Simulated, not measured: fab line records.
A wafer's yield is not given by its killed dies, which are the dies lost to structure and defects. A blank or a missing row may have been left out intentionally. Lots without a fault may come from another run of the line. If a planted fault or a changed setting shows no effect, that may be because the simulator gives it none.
The tool behind it: which one? | flow n5 finfet | 24 lots with 72 wafers sampled at 6 steps, on a route of 1938 steps

== WHAT THE GAUGES SHOWED, per wafer ==
The record lacks any reading of a measuring or inspecting step that a usual standard deviation could be used to judge.

== EACH LOT AND THE TOOL THAT RAN IT (in order: tool; ch and the chambers of the sampled wafers; start) ==
lot  | N5_ZERO_LAYER_DESCUM_16           | N5_PMOS_HMC_CHANNEL_EPI_ETCH_38 | N5_FIN_SAQP_SPACER1_ALD_24       | N5_FIN_CUT_CUT_ETCH_26            | N5_STI_FIN_REVEAL_ALD_00         | N5_STI_FIN_REVEAL_DENSIFY_30
L074 | rie diel-05 ch 0,2,3, day 1 13:32 | rie si-06 ch 1,2,3, day 1 19:24 | ald sin-03 ch 1,2,3, day 2 01:05 | rie diel-02 ch 0,2,3, day 2 05:53 | ald sin-03 ch 0,1,2, day 2 06:44 | rtp anneal-01 ch 0, day 2 12:08
L075 | rie diel-05 ch 0,3, day 1 19:31   | rie si-03 ch 1,2,3, day 2 02:00 | ald sin-04 ch 0,2, day 2 07:17   | rie diel-06 ch 0,1,3, day 2 11:28 | ald sin-01 ch 0,2,3, day 2 12:05 | rtp anneal-01 ch 0, day 2 17:41
L076 | rie diel-02 ch 1,2,3, day 2 01:43 | rie si-03 ch 0,1,2, day 2 07:37 | ald sin-04 ch 0,1,3, day 2 12:30 | rie diel-02 ch 0,2,3, day 2 16:41 | ald sin-03 ch 1,2,3, day 2 17:14 | rtp anneal-01 ch 0, day 2 22:39
L077 | rie diel-06 ch 0,1,2, day 2 07:37 | rie si-04 ch 0,1, day 2 13:40   | ald sin-03 ch 0,1, day 2 19:54   | rie diel-06 ch 0,2, day 3 00:55   | ald sin-02 ch 1,2,3, day 3 01:28 | rtp anneal-01 ch 0, day 3 07:47
L078 | rie diel-02 ch 1,2, day 2 12:54   | rie si-06 ch 0,1, day 2 18:34   | ald sin-04 ch 0,1,3, day 2 23:33 | rie diel-06 ch 1,3, day 3 04:30   | ald sin-02 ch 1,2, day 3 05:22   | rtp anneal-02 ch 0, day 3 10:52
L079 | rie diel-06 ch 0,1,3, day 2 18:56 | rie si-04 ch 1,2,3, day 3 00:44 | ald sin-02 ch 0,1,2, day 3 06:21 | rie diel-06 ch 0,1,2, day 3 10:16 | ald sin-02 ch 0,2, day 3 11:01   | rtp anneal-02 ch 0, day 3 16:25
L080 | rie diel-02 ch 0,2,3, day 3 01:52 | rie si-06 ch 0,1,3, day 3 06:48 | ald sin-02 ch 0,1,2, day 3 12:43 | rie diel-06 ch 0,2,3, day 3 17:20 | ald sin-01 ch 0,2,3, day 3 17:59 | rtp anneal-01 ch 0, day 3 23:36
L081 | rie diel-02 ch 1,3, day 3 06:50   | rie si-04 ch 0,2,3, day 3 11:47 | ald sin-04 ch 1,2,3, day 3 17:45 | rie diel-02 ch 2,3, day 3 21:59   | ald sin-03 ch 1,2, day 3 22:30   | rtp anneal-01 ch 0, day 4 04:05
L082 | rie diel-02 ch 1,2,3, day 3 12:48 | rie si-04 ch 1,3, day 3 18:14   | ald sin-03 ch 0,1, day 3 23:22   | rie diel-02 ch 1,3, day 4 03:27   | ald sin-01 ch 0,2,3, day 4 04:28 | rtp anneal-01 ch 0, day 4 09:54
L083 | rie diel-02 ch 1,2, day 3 18:48   | rie si-06 ch 1,2,3, day 3 23:55 | ald sin-02 ch 0,2,3, day 4 06:11 | rie diel-06 ch 0,2,3, day 4 10:11 | ald sin-03 ch 0,2,3, day 4 10:43 | rtp anneal-01 ch 0, day 4 16:08
L084 | rie diel-05 ch 1,2,3, day 4 00:41 | rie si-06 ch 0,1, day 4 05:47   | ald sin-02 ch 1,2, day 4 10:58   | rie diel-02 ch 0,1,2, day 4 14:56 | ald sin-03 ch 0,2,3, day 4 15:31 | rtp anneal-02 ch 0, day 4 21:47
L085 | rie diel-02 ch 0,1, day 4 06:41   | rie si-04 ch 1,2, day 4 11:37   | ald sin-03 ch 1,3, day 4 17:47   | rie diel-02 ch 0,1, day 4 22:36   | ald sin-02 ch 1,2,3, day 4 23:14 | rtp anneal-01 ch 0, day 5 04:40
L086 | rie diel-02 ch 0,1,2, day 4 12:48 | rie si-04 ch 2,3, day 4 17:42   | ald sin-02 ch 0,1, day 5 01:09   | rie diel-05 ch 2,3, day 5 06:07   | ald sin-02 ch 1,2, day 5 06:38   | rtp anneal-01 ch 0, day 5 12:04
L087 | rie diel-05 ch 0,2, day 4 18:48   | rie si-06 ch 1,3, day 5 00:19   | ald sin-03 ch 1,2, day 5 05:19   | rie diel-05 ch 0,2, day 5 09:17   | ald sin-01 ch 0,3, day 5 09:47   | rtp anneal-01 ch 0, day 5 15:17
L088 | rie diel-02 ch 2,3, day 5 00:41   | rie si-03 ch 0,2,3, day 5 06:04 | ald sin-04 ch 1,2,3, day 5 12:33 | rie diel-05 ch 0,1,2, day 5 18:28 | ald sin-02 ch 1,3, day 5 19:48   | rtp anneal-01 ch 0, day 6 01:13
L089 | rie diel-02 ch 0,3, day 5 06:49   | rie si-03 ch 0,2,3, day 5 12:44 | ald sin-02 ch 0,2, day 5 18:21   | rie diel-02 ch 0,2,3, day 5 22:52 | ald sin-03 ch 1,2, day 5 23:23   | rtp anneal-02 ch 0, day 6 05:01
L090 | rie diel-02 ch 0,1,3, day 5 12:48 | rie si-03 ch 0,1,3, day 5 17:59 | ald sin-02 ch 1,2, day 5 23:04   | rie diel-02 ch 1,2,3, day 6 03:00 | ald sin-01 ch 0,1,2, day 6 03:31 | rtp anneal-01 ch 0, day 6 09:10
L091 | rie diel-06 ch 1,3, day 5 18:51   | rie si-04 ch 2,3, day 5 23:52   | ald sin-02 ch 0,1,2, day 6 05:44 | rie diel-05 ch 2,3, day 6 09:59   | ald sin-02 ch 0,2, day 6 10:52   | rtp anneal-02 ch 0, day 6 16:24
L092 | rie diel-02 ch 1,2, day 6 00:41   | rie si-06 ch 0,2,3, day 6 05:22 | ald sin-04 ch 0,2,3, day 6 11:16 | rie diel-05 ch 0,1,3, day 6 16:09 | ald sin-02 ch 0,3, day 6 16:40   | rtp anneal-02 ch 0, day 6 22:10
L093 | rie diel-06 ch 1,2,3, day 6 06:55 | rie si-06 ch 0,3, day 6 12:13   | ald sin-03 ch 0,1,3, day 6 17:17 | rie diel-06 ch 1,2,3, day 6 21:28 | ald sin-01 ch 2,3, day 6 21:59   | rtp anneal-01 ch 0, day 7 03:30
L094 | rie diel-05 ch 1,2,3, day 6 12:48 | rie si-06 ch 0,2,3, day 6 17:43 | ald sin-03 ch 0,1,2, day 6 22:59 | rie diel-05 ch 0,2,3, day 7 04:16 | ald sin-01 ch 0,3, day 7 04:54   | rtp anneal-01 ch 0, day 7 10:37
L095 | rie diel-02 ch 0,1,2, day 6 18:42 | rie si-04 ch 2,3, day 7 00:31   | ald sin-03 ch 0,1, day 7 05:43   | rie diel-06 ch 2,3, day 7 09:38   | ald sin-02 ch 0,1,3, day 7 10:31 | rtp anneal-02 ch 0, day 7 16:04
L096 | rie diel-02 ch 0,3, day 7 00:49   | rie si-06 ch 1,2,3, day 7 05:50 | ald sin-03 ch 0,3, day 7 11:44   | rie diel-05 ch 0,1,2, day 7 16:10 | ald sin-03 ch 0,2, day 7 16:51   | rtp anneal-02 ch 0, day 7 22:29
L097 | rie diel-06 ch 1,2,3, day 7 07:01 | rie si-03 ch 2,3, day 7 12:24   | ald sin-04 ch 0,1,3, day 7 18:21 | rie diel-06 ch 0,2,3, day 7 22:24 | ald sin-03 ch 0,1,3, day 7 23:16 | rtp anneal-02 ch 0, day 8 04:43
- N5_ZERO_LAYER_DESCUM_16: chemistry O2, time 7.9 s.
- N5_PMOS_HMC_CHANNEL_EPI_ETCH_38: etches SiO2 in CF4, target depth 1.5 nm.
- N5_FIN_SAQP_SPACER1_ALD_24: deposits SiO2, target thk 20.3 nm, pulse time 1 s, purge time 2 s.
- N5_FIN_CUT_CUT_ETCH_26: etches SiNx in CH3F/O2, target depth 39 nm, time 55.7 s.
- N5_STI_FIN_REVEAL_ALD_00: deposits SiO2, target thk 1 nm, pulse time 1 s.
- N5_STI_FIN_REVEAL_DENSIFY_30

== WHAT THE TOOLS THEMSELVES READ (means of the sampled wafers that have a number; where no wafer has one, the mark that the record gives instead) ==
N5_ZERO_LAYER_DESCUM_16. Usual: drypump motor current A 5.5 A, standard deviation 0.43; oes product au 0.80 a.u., standard deviation 0.067; rf vpp V 243.3 V, standard deviation 1.4; showerhead plenum p Torr 2.10 Torr, standard deviation 0.079; temp c 40.00 C, standard deviation 0.1; throttle valve pct 20.29 %, standard deviation 0.19.
lot  | tool        | drypump motor current A (A) | oes product au (a.u.) | rf vpp V (V) | showerhead plenum p Torr (Torr) | temp c (C) | throttle valve pct (%) | flag
L074 | rie diel-05 | 5.4                         | 0.91                  | 244.4        | 2.17                            | 40.07      | 20.27                  |
L075 | rie diel-05 | 5.5                         | 0.92                  | 244.6        | 2.14                            | 40.03      | 20.29                  |
L076 | rie diel-02 | 5.8                         | 0.79                  | 243.1        | 2.09                            | 40.06      | 20.19                  |
L077 | rie diel-06 | 5.3                         | 0.77                  | 244.0        | 2.15                            | 40.04      | 20.34                  |
L078 | rie diel-02 | 5.9                         | 0.77                  | 242.1        | 2.05                            | 40.11      | 20.26                  |
L079 | rie diel-06 | 5.4                         | 0.75                  | 242.0        | 2.05                            | 40.00      | 20.22                  |
L080 | rie diel-02 | 5.5                         | 0.76                  | 243.5        | 2.12                            | 39.96      | 20.37                  |
L081 | rie diel-02 | 5.8                         | 0.79                  | 243.4        | 2.06                            | 39.99      | 20.04                  |
L082 | rie diel-02 | 5.8                         | 0.78                  | 243.0        | 2.08                            | 39.95      | 20.22                  |
L083 | rie diel-02 | 6.0                         | 0.79                  | 242.3        | 2.02                            | 40.01      | 20.10                  |
L084 | rie diel-05 | 5.4                         | 0.91                  | 243.8        | 2.18                            | 40.01      | 20.37                  |
L085 | rie diel-02 | 5.4                         | 0.79                  | 243.0        | 2.07                            | 39.92      | 20.28                  |
L086 | rie diel-02 | 5.7                         | 0.77                  | 242.2        | 2.06                            | 40.02      | 20.29                  |
L087 | rie diel-05 | 5.7                         | 0.87                  | 243.8        | 2.16                            | 39.94      | 20.25                  |
L088 | rie diel-02 | 5.8                         | 0.75                  | 243.5        | 2.11                            | 39.96      | 20.39                  |
L089 | rie diel-02 | 5.2                         | 0.76                  | 243.1        | 2.13                            | 39.96      | 20.40                  |
L090 | rie diel-02 | 5.5                         | 0.78                  | 243.1        | 2.10                            | 40.05      | 20.24                  |
L091 | rie diel-06 | 5.5                         | 0.77                  | 241.6        | 1.98                            | 39.98      | 20.18                  |
L092 | rie diel-02 | 6.0                         | 0.78                  | 242.8        | 2.02                            | 40.01      | 20.13                  |
L093 | rie diel-06 | 5.3                         | 0.78                  | 243.1        | 2.08                            | 40.11      | 20.32                  |
L094 | rie diel-05 | 5.4                         | 0.88                  | 244.0        | 2.17                            | 40.06      | 20.41                  |
L095 | rie diel-02 | 5.7                         | 0.76                  | 242.4        | 2.05                            | 39.92      | 20.30                  |
L096 | rie diel-02 | 5.3                         | 0.75                  | 244.4        | 2.15                            | 40.00      | 20.35                  |
L097 | rie diel-06 | 5.3                         | 0.77                  | 242.4        | 2.08                            | 40.01      | 20.33                  |

N5_PMOS_HMC_CHANNEL_EPI_ETCH_38. Usual: drypump motor current A 5.7 A, standard deviation 0.53; oes product au 0.997 a.u., standard deviation 0.025; throttle valve pct 21.8 %, standard deviation 0.31.
lot  | tool      | drypump motor current A (A) | oes product au (a.u.) | throttle valve pct (%) | flag
L074 | rie si-06 | 5.8                         | 1.003                 | 21.9                   |
L075 | rie si-03 | 5.7                         | 0.965                 | 21.5                   |
L076 | rie si-03 | 6.0                         | 0.988                 | 21.5                   |
L077 | rie si-04 | 6.1                         | 1.024                 | 21.9                   |
L078 | rie si-06 | 5.2                         | 0.969                 | 22.0                   |
L079 | rie si-04 | 5.6                         | 1.015                 | 22.0                   |
L080 | rie si-06 | 5.3                         | 0.979                 | 21.9                   |
L081 | rie si-04 | 5.7                         | 1.005                 | 21.9                   |
L082 | rie si-04 | 5.7                         | 1.026                 | 22.0                   |
L083 | rie si-06 | 5.8                         | 1.000                 | 22.0                   |
L084 | rie si-06 | 5.5                         | 0.974                 | 21.8                   |
L085 | rie si-04 | 6.0                         | 1.024                 | 21.9                   |
L086 | rie si-04 | 5.6                         | 1.007                 | 21.9                   |
L087 | rie si-06 | 5.5                         | 0.999                 | 21.9                   |
L088 | rie si-03 | 5.8                         | 0.990                 | 21.3                   |
L089 | rie si-03 | 5.8                         | 0.993                 | 21.3                   |
L090 | rie si-03 | 5.5                         | 0.981                 | 21.4                   |
L091 | rie si-04 | 5.2                         | 1.011                 | 22.0                   |
L092 | rie si-06 | 5.4                         | 0.984                 | 22.1                   |
L093 | rie si-06 | 5.1                         | 0.986                 | 22.1                   |
L094 | rie si-06 | 5.4                         | 0.979                 | 22.1                   |
L095 | rie si-04 | 5.6                         | 1.001                 | 21.9                   |
L096 | rie si-06 | 5.8                         | 0.999                 | 21.9                   |
L097 | rie si-03 | 6.0                         | 0.974                 | 21.4                   |

N5_FIN_SAQP_SPACER1_ALD_24. Usual: heater power w 466 W, standard deviation 40; precursor pulse height rel 1.000, standard deviation 0.017.
lot  | tool       | heater power w (W) | precursor pulse height rel | flag
L074 | ald sin-03 | 465                | 1.000                      |
L075 | ald sin-04 | 500                | 0.993                      |
L076 | ald sin-04 | 476                | 1.005                      |
L077 | ald sin-03 | 438                | 0.988                      |
L078 | ald sin-04 | 471                | 1.007                      |
L079 | ald sin-02 | 460                | 0.984                      |
L080 | ald sin-02 | 469                | 0.989                      |
L081 | ald sin-04 | 482                | 1.003                      |
L082 | ald sin-03 | 443                | 1.016                      |
L083 | ald sin-02 | 415                | 1.003                      |
L084 | ald sin-02 | 492                | 0.998                      |
L085 | ald sin-03 | 500                | 1.009                      |
L086 | ald sin-02 | 469                | 0.996                      |
L087 | ald sin-03 | 438                | 0.986                      |
L088 | ald sin-04 | 469                | 1.004                      |
L089 | ald sin-02 | 432                | 0.997                      |
L090 | ald sin-02 | 490                | 1.016                      |
L091 | ald sin-02 | 465                | 1.006                      |
L092 | ald sin-04 | 476                | 0.993                      |
L093 | ald sin-03 | 472                | 1.017                      |
L094 | ald sin-03 | 445                | 0.993                      |
L095 | ald sin-03 | 450                | 0.993                      |
L096 | ald sin-03 | 473                | 1.006                      |
L097 | ald sin-04 | 465                | 1.001                      |

N5_FIN_CUT_CUT_ETCH_26. Usual: drypump motor current A 5.5 A, standard deviation 0.42; oes product au 0.80 a.u., standard deviation 0.076; rf vpp V 293 V, standard deviation 9.4; showerhead plenum p Torr 2.02 Torr, standard deviation 0.072; throttle valve pct 16.24 %, standard deviation 0.14.
lot  | tool        | drypump motor current A (A) | oes product au (a.u.) | rf vpp V (V) | showerhead plenum p Torr (Torr) | throttle valve pct (%) | flag
L074 | rie diel-02 | 5.5                         | 0.77                  | 293          | 2.04                            | 16.32                  |
L075 | rie diel-06 | 5.4                         | 0.75                  | 288          | 1.97                            | 16.25                  |
L076 | rie diel-02 | 5.5                         | 0.77                  | 294          | 2.04                            | 16.33                  |
L077 | rie diel-06 | 5.5                         | 0.76                  | 298          | 2.07                            | 16.31                  |
L078 | rie diel-06 | 5.5                         | 0.79                  | 282          | 1.90                            | 16.13                  |
L079 | rie diel-06 | 5.2                         | 0.75                  | 290          | 2.05                            | 16.31                  |
L080 | rie diel-06 | 5.6                         | 0.79                  | 290          | 2.01                            | 16.19                  |
L081 | rie diel-02 | 5.6                         | 0.75                  | 288          | 2.05                            | 16.33                  |
L082 | rie diel-02 | 5.8                         | 0.79                  | 284          | 1.99                            | 16.16                  |
L083 | rie diel-06 | 5.6                         | 0.79                  | 292          | 2.01                            | 16.20                  |
L084 | rie diel-02 | 5.7                         | 0.78                  | 291          | 1.98                            | 16.29                  |
L085 | rie diel-02 | 5.3                         | 0.78                  | 299          | 1.99                            | 16.28                  |
L086 | rie diel-05 | 5.2                         | 0.88                  | 304          | 2.06                            | 16.14                  |
L087 | rie diel-05 | 5.7                         | 0.87                  | 302          | 2.05                            | 16.14                  |
L088 | rie diel-05 | 5.7                         | 0.89                  | 298          | 2.07                            | 16.21                  |
L089 | rie diel-02 | 5.5                         | 0.74                  | 293          | 2.03                            | 16.39                  |
L090 | rie diel-02 | 5.8                         | 0.76                  | 284          | 2.00                            | 16.30                  |
L091 | rie diel-05 | 5.1                         | 0.86                  | 303          | 2.09                            | 16.13                  |
L092 | rie diel-05 | 5.7                         | 0.88                  | 297          | 2.04                            | 16.24                  |
L093 | rie diel-06 | 5.3                         | 0.77                  | 284          | 1.98                            | 16.23                  |
L094 | rie diel-05 | 5.5                         | 0.85                  | 303          | 2.05                            | 16.17                  |
L095 | rie diel-06 | 5.6                         | 0.82                  | 288          | 2.02                            | 16.14                  |
L096 | rie diel-05 | 5.6                         | 0.86                  | 298          | 2.06                            | 16.24                  |
L097 | rie diel-06 | 5.7                         | 0.87                  | 291          | 2.00                            | 16.10                  |

N5_STI_FIN_REVEAL_ALD_00. Usual: heater power w 461 W, standard deviation 43; precursor pulse height rel 1.001, standard deviation 0.019.
lot  | tool       | heater power w (W) | precursor pulse height rel | flag
L074 | ald sin-03 | 437                | 1.013                      |
L075 | ald sin-01 | 487                | 1.007                      |
L076 | ald sin-03 | 473                | 0.976                      |
L077 | ald sin-02 | 448                | 1.008                      |
L078 | ald sin-02 | 485                | 1.017                      |
L079 | ald sin-02 | 432                | 1.020                      |
L080 | ald sin-01 | 479                | 1.008                      |
L081 | ald sin-03 | 442                | 1.001                      |
L082 | ald sin-01 | 485                | 1.007                      |
L083 | ald sin-03 | 466                | 0.999                      |
L084 | ald sin-03 | 469                | 1.005                      |
L085 | ald sin-02 | 451                | 0.978                      |
L086 | ald sin-02 | 489                | 1.010                      |
L087 | ald sin-01 | 509                | 1.003                      |
L088 | ald sin-02 | 433                | 1.013                      |
L089 | ald sin-03 | 441                | 1.003                      |
L090 | ald sin-01 | 483                | 1.002                      |
L091 | ald sin-02 | 439                | 0.999                      |
L092 | ald sin-02 | 427                | 0.998                      |
L093 | ald sin-01 | 456                | 1.017                      |
L094 | ald sin-01 | 473                | 0.972                      |
L095 | ald sin-02 | 460                | 0.987                      |
L096 | ald sin-03 | 453                | 1.011                      |
L097 | ald sin-03 | 474                | 0.989                      |

N5_STI_FIN_REVEAL_DENSIFY_30. Usual: lamp power pct at 11.53 %, with a standard deviation of 0.057.
lot  | tool          | lamp power pct (%) | flag
L074 | rtp anneal-01 | 11.55              |
L075 | rtp anneal-01 | 11.56              |
L076 | rtp anneal-01 | 11.46              |
L077 | rtp anneal-01 | 11.56              |
L078 | rtp anneal-02 | 11.52              |
L079 | rtp anneal-02 | 11.56              |
L080 | rtp anneal-01 | 11.52              |
L081 | rtp anneal-01 | 11.56              |
L082 | rtp anneal-01 | 11.54              |
L083 | rtp anneal-01 | 11.55              |
L084 | rtp anneal-02 | 11.50              |
L085 | rtp anneal-01 | 11.53              |
L086 | rtp anneal-01 | 11.52              |
L087 | rtp anneal-01 | 11.55              |
L088 | rtp anneal-01 | 11.53              |
L089 | rtp anneal-02 | 11.48              |
L090 | rtp anneal-01 | 11.55              |
L091 | rtp anneal-02 | 11.52              |
L092 | rtp anneal-02 | 11.48              |
L093 | rtp anneal-01 | 11.60              |
L094 | rtp anneal-01 | 11.53              |
L095 | rtp anneal-02 | 11.49              |
L096 | rtp anneal-02 | 11.49              |
L097 | rtp anneal-02 | 11.55              |

== THE ANSWER, worked out from the rows above alone ==
Rule: lot off if the mean of its wafers having a number is beyond 3 standard deviations from the usual mean. Also off: a lot with no number at a reading for which 4 or more lots have one. The other lots that the step has rows for count as sound. First the gauges in route order, then the tools' own readings, where a lot's mean is used as printed above. At the first step where some lot is off, the reading lying furthest off is the one used; lots without a number count as furthest.
None of the lots is off at any reading shown; this tells nothing.

== WHAT THE SIMULATOR HAD INSERTED ==
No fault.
